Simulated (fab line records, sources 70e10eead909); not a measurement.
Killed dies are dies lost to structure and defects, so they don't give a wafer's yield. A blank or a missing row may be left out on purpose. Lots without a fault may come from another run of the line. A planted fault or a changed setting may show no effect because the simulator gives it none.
Which tool did it? | flow nand_harc | 24 lots, 72 wafers sampled, at 5 steps of a route of 1159

WHAT THE GAUGES READ, wafer by wafer
NHARC_A_CONTACT_OVL_MEAS_09.
lot  | measured     | on         | overlay_x_nm (nm) | overlay_y_nm (nm)
L074 | day 17 09:06 | overlay-01 | -0.2 0.6 0.4      | 0.1 0.4 -0.1
L077 | day 17 12:55 | overlay-02 | 0.1 -0.7 -0.4     | 1.3 1.1 1.0
L075 | day 17 14:17 | overlay-01 | 1.0 0.2 1.0       | -0.4 -0.5 -0.3
L076 | day 17 20:41 | overlay-02 | 1.7 0.8 2.1       | 0.0 0.0 0.8
L078 | day 17 23:53 | overlay-02 | -1.2 -1.8 -1.2    | -0.6 -0.5 -0.1
L079 | day 18 12:38 | overlay-02 | -0.2 -0.2 -0.4    | 0.0 0.2 0.5
L081 | day 18 15:23 | overlay-02 | 0.5 -0.4 0.1      | 2.0 2.1 1.9
L082 | day 18 18:38 | overlay-02 | -0.1 -0.2 -0.3    | 0.3 0.1 0.3
L080 | day 18 20:58 | overlay-01 | -0.1 0.4 -0.7     | 0.4 -0.1 0.1
L084 | day 19 08:49 | overlay-01 | 2.1 1.8 1.8       | -0.1 -0.3 0.2
L083 | day 19 09:15 | overlay-01 | 1.0 1.1 0.8       | -0.8 -1.0 -0.4
L086 | day 20 00:05 | overlay-01 | 0.2 0.2 -0.2      | 0.2 0.0 0.2
L085 | day 20 01:35 | overlay-01 | -0.3 0.2 -0.3     | 0.9 0.3 0.7
L088 | day 20 02:44 | overlay-02 | 0.8 0.4 0.2       | -1.2 -0.7 -0.9
L087 | day 20 07:26 | overlay-02 | 0.7 0.6 0.1       | 1.5 0.9 0.9
L089 | day 20 15:41 | overlay-01 | -0.6 -0.9 -0.9    | -0.3 0.4 0.8
L094 | day 21 07:42 | overlay-01 | 0.4 0.4 0.0       | 0.7 0.7 0.6
L090 | day 21 10:46 | overlay-01 | -0.7 -0.3 -0.4    | 0.3 0.4 0.6
L095 | day 21 12:04 | overlay-02 | 0.4 0.7 0.4       | 1.9 1.5 1.7
L092 | day 21 15:25 | overlay-01 | 0.4 -0.4 -0.4     | 1.6 1.4 1.5
L091 | day 21 20:29 | overlay-01 | -1.1 -0.6 -0.1    | 0.6 1.0 0.6
L093 | day 21 22:40 | overlay-01 | -0.8 -0.5 0.1     | 0.6 0.2 0.7
L096 | day 22 00:21 | overlay-01 | 0.0 -0.2 -0.5     | -1.0 -1.1 -1.0
L097 | day 23 12:17 | overlay-01 | -0.9 -1.1 -1.0    | -1.2 -0.9 -1.5

NHARC_A_BLC_INSPECT_12.
lot  | measured     | on                | raw_defect_count
L074 | day 17 23:40 | defect_inspect-02 | 19 9 14
L077 | day 18 00:17 | defect_inspect-02 | 26 14 26
L075 | day 18 01:10 | defect_inspect-01 | 18 22 30
L076 | day 18 07:44 | defect_inspect-02 | 44 40 26
L078 | day 18 08:56 | defect_inspect-02 | 24 12 27
L079 | day 18 19:50 | defect_inspect-01 | 26 22 22
L081 | day 18 21:50 | defect_inspect-02 | 31 34 38
L082 | day 19 04:25 | defect_inspect-02 | 27 28 20
L080 | day 19 05:35 | defect_inspect-01 | 19 23 22
L084 | day 19 14:53 | defect_inspect-01 | 11 8 10
L083 | day 19 16:02 | defect_inspect-02 | 35 23 27
L086 | day 20 06:14 | defect_inspect-02 | 41 46 39
L085 | day 20 11:22 | defect_inspect-01 | 23 26 36
L088 | day 20 12:04 | defect_inspect-01 | 14 21 14
L087 | day 20 13:19 | defect_inspect-02 | 30 24 25
L089 | day 21 04:31 | defect_inspect-02 | 30 26 22
L094 | day 21 13:53 | defect_inspect-01 | 33 37 33
L090 | day 21 17:05 | defect_inspect-01 | 36 47 52
L095 | day 21 17:46 | defect_inspect-02 | 28 37 24
L092 | day 21 21:06 | defect_inspect-02 | 39 43 57
L091 | day 22 05:26 | defect_inspect-01 | 69 54 45
L093 | day 22 06:19 | defect_inspect-02 | 38 45 57
L096 | day 22 06:42 | defect_inspect-01 | 19 14 12
L097 | day 23 20:53 | defect_inspect-02 | 16 26 26

WHICH TOOL RAN EACH LOT (tool, then ch and the chambers of the sampled wafers, then the start)
lot  | NHARC_A_CONTACT_ETCH_127             | NHARC_A_CONTACT_ETCH_139             | NHARC_A_CONTACT_ETCH_110
L074 | har_cap_etch-02 ch 0,1, day 17 04:05 | har_cap_etch-01 ch 0,1, day 17 11:07 | rie_diel-02 ch 0,1,2, day 17 12:05
L077 | har_cap_etch-01 ch 0,1, day 17 04:59 | har_cap_etch-02 ch 1, day 17 14:55   | rie_diel-02 ch 0,2,3, day 17 15:51
L075 | har_cap_etch-02 ch 0,1, day 17 08:53 | har_cap_etch-03 ch 0,1, day 17 16:04 | rie_diel-12 ch 0,3, day 17 17:02
L076 | har_cap_etch-01 ch 0,1, day 17 15:50 | har_cap_etch-01 ch 0,1, day 17 22:31 | rie_diel-02 ch 2,3, day 17 23:38
L078 | har_cap_etch-02 ch 0,1, day 17 18:16 | har_cap_etch-03 ch 0,1, day 18 01:51 | rie_diel-12 ch 2,3, day 18 02:47
L079 | har_cap_etch-03 ch 0, day 18 07:47   | har_cap_etch-02 ch 0,1, day 18 15:01 | rie_diel-02 ch 1,3, day 18 16:26
L081 | har_cap_etch-01 ch 0, day 18 10:25   | har_cap_etch-03 ch 1, day 18 17:50   | rie_diel-12 ch 0,1,2, day 18 19:11
L082 | har_cap_etch-03 ch 0, day 18 13:15   | har_cap_etch-03 ch 0,1, day 18 20:38 | rie_diel-12 ch 0,3, day 18 21:39
L080 | har_cap_etch-01 ch 0,1, day 18 15:44 | har_cap_etch-02 ch 0,1, day 18 22:56 | rie_diel-02 ch 0,2, day 18 23:56
L084 | har_cap_etch-01 ch 0,1, day 19 02:09 | har_cap_etch-03 ch 0,1, day 19 10:35 | rie_diel-01 ch 0,1,2, day 19 12:06
L083 | har_cap_etch-03 ch 0,1, day 19 03:04 | har_cap_etch-02 ch 0,1, day 19 11:23 | rie_diel-02 ch 0,1,2, day 19 12:31
L086 | har_cap_etch-02 ch 0,1, day 19 16:51 | har_cap_etch-03 ch 0,1, day 20 02:08 | rie_diel-01 ch 0,2, day 20 03:29
L085 | har_cap_etch-03 ch 0, day 19 17:14   | har_cap_etch-03 ch 1, day 20 03:40   | rie_diel-02 ch 0,3, day 20 04:41
L088 | har_cap_etch-01 ch 0,1, day 19 21:05 | har_cap_etch-02 ch 0,1, day 20 04:58 | rie_diel-02 ch 0,1,3, day 20 05:53
L087 | har_cap_etch-01 ch 0,1, day 20 02:29 | har_cap_etch-03 ch 0,1, day 20 09:32 | rie_diel-01 ch 0,1,2, day 20 10:32
L089 | har_cap_etch-01 ch 0,1, day 20 08:34 | har_cap_etch-01 ch 0,1, day 20 17:27 | rie_diel-12 ch 0,2,3, day 20 18:22
L094 | har_cap_etch-01 ch 0,1, day 20 23:49 | har_cap_etch-01 ch 0,1, day 21 09:44 | rie_diel-02 ch 0,1,3, day 21 10:43
L090 | har_cap_etch-02 ch 0,1, day 21 02:32 | har_cap_etch-03 ch 0,1, day 21 12:54 | rie_diel-12 ch 1,2, day 21 13:50
L095 | har_cap_etch-02 ch 0,1, day 21 06:20 | har_cap_etch-01 ch 0,1, day 21 13:57 | rie_diel-12 ch 1,2,3, day 21 14:56
L092 | har_cap_etch-03 ch 0,1, day 21 08:13 | har_cap_etch-01 ch 0,1, day 21 17:16 | rie_diel-02 ch 1,2,3, day 21 18:21
L091 | har_cap_etch-02 ch 0,1, day 21 14:13 | har_cap_etch-03 ch 0,1, day 21 22:38 | rie_diel-02 ch 0,1,2, day 21 23:31
L093 | har_cap_etch-03 ch 0,1, day 21 14:44 | har_cap_etch-01 ch 0,1, day 22 00:26 | rie_diel-12 ch 0,2,3, day 22 01:35
L096 | har_cap_etch-02 ch 0,1, day 21 19:40 | har_cap_etch-02 ch 0,1, day 22 02:08 | rie_diel-12 ch 0,1,2, day 22 03:05
L097 | har_cap_etch-01 ch 0,1, day 23 04:59 | har_cap_etch-03 ch 0,1, day 23 14:16 | rie_diel-01 ch 2,3, day 23 15:08
- NHARC_A_CONTACT_ETCH_127: etches the open film in C4F8/O2/Ar, time 155 s, target depth 956 nm.
- NHARC_A_CONTACT_ETCH_139: etches the open film in C4F8/O2/Ar, time 137 s, target depth 590 nm.
- NHARC_A_CONTACT_ETCH_110: etches the open film in CF4/O2, target depth 50 nm, overetch 5 nm, time 27.5 s.

WHAT THE TOOLS THEMSELVES READ (means of the sampled wafers that have a number; where no wafer has one, the mark that the record gives instead)
NHARC_A_CONTACT_ETCH_110.
lot  | tool        | cf4_flow_sccm (sccm) | drypump_motor_current_A (A) | oes_ar_750_au (a.u.) | oes_product_au (a.u.) | rf_fwd_power_W (W) | rf_vpp_V (V) | showerhead_plenum_p_Torr (Torr) | throttle_valve_pct (%)
L074 | rie_diel-02 | 79.99                | 6.12                        | 1.003                | 1.007                 | 296.0              | 198.0        | 1.34                            | 13.392
L077 | rie_diel-02 | 79.98                | 6.01                        | 1.003                | 1.006                 | 294.6              | 197.6        | 1.30                            | 13.386
L075 | rie_diel-12 | 79.89                | 6.15                        | 0.999                | 0.993                 | 297.5              | 198.3        | 1.35                            | 13.401
L076 | rie_diel-02 | 79.70                | 6.00                        | 0.997                | 0.998                 | 294.6              | 196.9        | 1.29                            | 13.398
L078 | rie_diel-12 | 80.06                | 5.78                        | 1.000                | 0.999                 | 296.0              | 198.0        | 1.34                            | 13.405
L079 | rie_diel-02 | 79.80                | 6.15                        | 0.997                | 1.000                 | 296.3              | 198.3        | 1.37                            | 13.402
L081 | rie_diel-12 | 79.84                | 5.81                        | 1.000                | 0.998                 | 295.3              | 196.7        | 1.30                            | 13.394
L082 | rie_diel-12 | 79.72                | 6.16                        | 0.994                | 0.999                 | 297.7              | 198.9        | 1.37                            | 13.393
L080 | rie_diel-02 | 79.90                | 6.03                        | 1.002                | 1.001                 | 296.2              | 196.8        | 1.30                            | 13.395
L084 | rie_diel-01 | 79.89                | 5.84                        | 1.000                | 1.001                 | 295.7              | 197.2        | 1.29                            | 13.399
L083 | rie_diel-02 | 80.05                | 6.08                        | 0.999                | 1.010                 | 296.6              | 197.9        | 1.33                            | 13.397
L086 | rie_diel-01 | 80.16                | 5.71                        | 1.000                | 1.000                 | 294.1              | 195.9        | 1.24                            | 13.397
L085 | rie_diel-02 | 80.28                | 5.98                        | 1.001                | 0.987                 | 295.1              | 197.8        | 1.29                            | 13.392
L088 | rie_diel-02 | 79.92                | 6.08                        | 1.002                | 0.994                 | 296.8              | 198.0        | 1.33                            | 13.392
L087 | rie_diel-01 | 80.06                | 5.83                        | 0.999                | 1.000                 | 295.6              | 196.5        | 1.29                            | 13.400
L089 | rie_diel-12 | 79.97                | 5.96                        | 1.000                | 0.999                 | 296.0              | 198.3        | 1.34                            | 13.392
L094 | rie_diel-02 | 79.98                | 6.06                        | 1.002                | 0.998                 | 295.4              | 198.4        | 1.33                            | 13.390
L090 | rie_diel-12 | 80.01                | 5.71                        | 0.997                | 0.997                 | 294.9              | 196.7        | 1.26                            | 13.402
L095 | rie_diel-12 | 79.86                | 5.86                        | 1.004                | 0.999                 | 296.1              | 197.8        | 1.31                            | 13.392
L092 | rie_diel-02 | 80.00                | 6.08                        | 1.000                | 0.998                 | 296.0              | 196.6        | 1.32                            | 13.405
L091 | rie_diel-02 | 80.14                | 6.10                        | 0.996                | 0.998                 | 297.0              | 197.5        | 1.33                            | 13.411
L093 | rie_diel-12 | 79.83                | 5.96                        | 1.003                | 0.998                 | 296.4              | 198.0        | 1.34                            | 13.393
L096 | rie_diel-12 | 80.16                | 5.82                        | 1.002                | 0.998                 | 295.2              | 196.5        | 1.29                            | 13.394
L097 | rie_diel-01 | 80.38                | 5.61                        | 0.996                | 1.010                 | 295.9              | 199.5        | 1.42                            | 13.400

THE ANSWER, worked out from the rows above alone
Rule: what is usual is taken from the lots themselves. Put in order of their means at a reading, lots are off if they are a third of the lots or fewer, leave a main group of 4 or more, and stand apart from it by a gap of 3 or more times the standard deviation of the main group's means; of several such gaps the widest counts. A main group whose means are all the same, to the digits that the tables above print for the reading, isn't used. A lot without any number at a reading at which 4 lots or more have one is off too. The other lots that the step has rows for count as sound. The gauges are gone through in route order, then the tools' own readings, and for those a lot's mean is taken as printed above. The first step at which some lot is off is used, and at that step the reading that is off furthest; a lot without a number counts as furthest.
No lot is off at any reading shown: from this, nothing can be told.

WHAT THE SIMULATOR HAD PUT IN
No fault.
